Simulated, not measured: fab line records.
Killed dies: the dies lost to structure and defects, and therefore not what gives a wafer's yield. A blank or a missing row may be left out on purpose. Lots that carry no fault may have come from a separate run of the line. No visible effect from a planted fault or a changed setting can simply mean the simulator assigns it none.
Matching of chambers + flow nand harc + 4 sister chambers for NHARC_A_STAIRCASE_ETCH_444 on rie diel-01
The step etches the open film in C4F8/O2, target depth 20400 nm, time 6800 s. 14 wafers are shown with their chamber, then 7 later ones without.

## WAFERS PAIRED WITH THEIR CHAMBERS
| wafer  | chamber | rf vpp V (V) | oes product au (a.u.) |
|--------|---------|--------------|-----------------------|
| L074.1 | 3       | 811          | 0.936                 |
| L074.2 | 2       | 803          | 0.961                 |
| L074.5 | 0       | 803          | 0.964                 |
| L077.1 | 3       | 810          | 0.904                 |
| L077.2 | 1       | 807          | 0.905                 |
| L077.4 | 2       | 803          | 0.932                 |
| L079.1 | 0       | 803          | 0.928                 |
| L079.2 | 1       | 807          | 0.927                 |
| L079.6 | 3       | 810          | 0.912                 |
| L086.1 | 3       | 809          | 0.895                 |
| L086.2 | 1       | 808          | 0.903                 |
| L086.4 | 2       | 803          | 0.927                 |
| L090.1 | 1       | 808          | 0.970                 |
| L090.4 | 2       | 801          | 0.957                 |

SIGNATURES, as means of the wafers listed above
| reading        | chamber 0 | chamber 1 | chamber 2 | chamber 3 | scatter within a chamber |
|----------------|-----------|-----------|-----------|-----------|--------------------------|
| rf vpp V       | 803.00    | 807.50    | 802.50    | 810.00    | 0.775                    |
| oes product au | 0.94600   | 0.92625   | 0.94425   | 0.91175   | 0.0232                   |
Rule: distance of a wafer from a chamber = root of the sum over the readings of ((wafer's reading minus chamber's mean) / reading's scatter) squared. The wafer belongs to the nearest chamber; if the next one is less than 2 further off, it can't be placed. The scatter is the square root of a quotient: the sum, over the shown wafers, of each reading's squared deviation from its chamber's mean, divided by wafers minus chambers.

## WAFERS WITHOUT THEIR CHAMBER
| wafer  | rf vpp V (V) | oes product au (a.u.) |
|--------|--------------|-----------------------|
| L090.6 | 807          | 0.972                 |
| L094.2 | 803          | 0.921                 |
| L094.5 | 801          | 0.930                 |
| L094.6 | 807          | 0.940                 |
| L095.2 | 802          | 0.920                 |
| L095.3 | 807          | 0.919                 |
| L095.6 | 800          | 0.920                 |

## WHICH CHAMBER EACH ONE RAN IN
| wafer  | from the rows above     | in truth |
|--------|-------------------------|----------|
| L090.6 | 1                       | 1        |
| L094.2 | can't be placed: 0 or 2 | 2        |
| L094.5 | can't be placed: 2 or 0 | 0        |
| L094.6 | 1                       | 1        |
| L095.2 | can't be placed: 2 or 0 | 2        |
| L095.3 | 1                       | 1        |
| L095.6 | can't be placed: 2 or 0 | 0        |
Correct placement for 3 of the 7. Cannot be placed on the basis of these rows: 4; the candidates contain the true chamber in 4. Number placed wrongly: 0.
